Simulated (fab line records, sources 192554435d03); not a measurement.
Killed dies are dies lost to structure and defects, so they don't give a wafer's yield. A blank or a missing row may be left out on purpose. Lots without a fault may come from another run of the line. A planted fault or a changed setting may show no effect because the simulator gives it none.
Problem report in the 8D (eight disciplines) form, filled by code | flow n5_finfet | the parts of the form that need people (team, actions taken, sign-off) are left out
Where a reading is given only as a bound, like >300, the bound stands for it, and a mean or a difference that rests on one is marked > or <: the true number lies beyond.

1. THE PROBLEM
raw_defect_count at N5_BEOL_M15_INSPECT_30 reads a mean of >300 on 6 wafers of 2 lots; wafers without a fault read 2.1 with a standard deviation of 1.4. That is +99 or more standard deviations from the usual mean.
The step: inspects for defects (macro).
First seen on wafer L791.2, day 13 17:20, on defect_inspect-01. The record holds 30 wafers of 10 lots with a number at this step. Rule for "out", or "out of limits": more than 4 standard deviations from the usual mean. The other wafers with a number count as sound.

2. WHAT IT IS AND WHAT IT IS NOT
question                    | is                     | is not
which readings at this step | raw_defect_count       | -
which lots                  | L791, L796             | L783, L785, L786, L798, L799, L800, L803, L804
which wafers of those lots  | all that have a number | -
read on which gauges        | defect_inspect-01      | defect_inspect-02
when                        | from day 13 17:20      | up to then (9 sound wafers); but 15 sound wafers of L798, L799, L800, L803, L804 came after

3. SUSPECTS, AND WHAT RULES EACH OUT
Counting: a tool at a process step up to the reading stays a suspect if it ran every lot that is out and no sound lot after the first of them.
- the gauge at N5_BEOL_M15_INSPECT_30: ruled out. All the wafers that are out were read on defect_inspect-01, but those of them that N5_PASSIVATION_PROBE_49 has rows for are out there too, on other tools.
- rie_diel-02 at N5_BEOL_M15_STRIP_64 (strips in O2): kept. It ran every lot that is out, first L791 (day 13 16:00), and no sound lot after that; its last sound lot up to then is L786 (day 12 23:00).
Left after counting: rie_diel-02 at N5_BEOL_M15_STRIP_64.

4. THE CAUSE (what the simulator had put in)
Chamber particle source: rie_diel-02, from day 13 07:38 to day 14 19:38, at N5_BEOL_M15_STRIP_64. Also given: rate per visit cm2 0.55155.
Counting left only this tool.

5. THE CHAIN OF EFFECTS, in route order
Each row: a reading whose mean over the struck wafers that have a number lies more than 3 standard deviations from the usual. Only readings for which the record gives a usual standard deviation are gone through. hours: the time from each lot's start at the first step in this table that gives one to its start at this step, as a median over the lots. sigmas: the change in usual standard deviations.
hours | step                    | reading              | usual  | on struck wafers | change | sigmas
0     | N5_BEOL_M15_INSPECT_30  | raw_defect_count     | 2.1    | >300             | >+298  | +99 or more
17    | N5_PASSIVATION_PROBE_49 | defect_limited_yield | 91.3 % | 84.9             | -6.4   | -4.3
17    | N5_PASSIVATION_PROBE_49 | killed_at_M4_up      | 14     | 90               | +76    | +13
17    | N5_PASSIVATION_PROBE_49 | killed_dies          | 102    | 178              | +76    | +4.2
17    | N5_PASSIVATION_PROBE_49 | sort_bin_5_function  | 5.1 %  | 9.5              | +4.4   | +4.4
17    | N5_PASSIVATION_PROBE_49 | sort_n_pass          | 1077   | 1002             | -75    | -4.0
17    | N5_PASSIVATION_PROBE_49 | sort_yield_pct       | 91.3 % | 84.9             | -6.4   | -4.0
The process steps in it:
- N5_PASSIVATION_PROBE_49

6. WHAT WOULD HAVE CAUGHT IT SOONER
In this record the first reading out of limits at a measuring or inspecting step was taken at day 13 17:20, 10 hours after the fault began at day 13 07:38.
Of the tool readings at N5_BEOL_M15_STRIP_64 for which the record gives a usual standard deviation, none was out on any struck wafer, so an alarm limit of 4 standard deviations on them would not have fired.
Of the lots that are out (2), L796 began N5_BEOL_M15_STRIP_64 on rie_diel-02 after day 13 17:20. A hold on the tool at that time would have spared it.
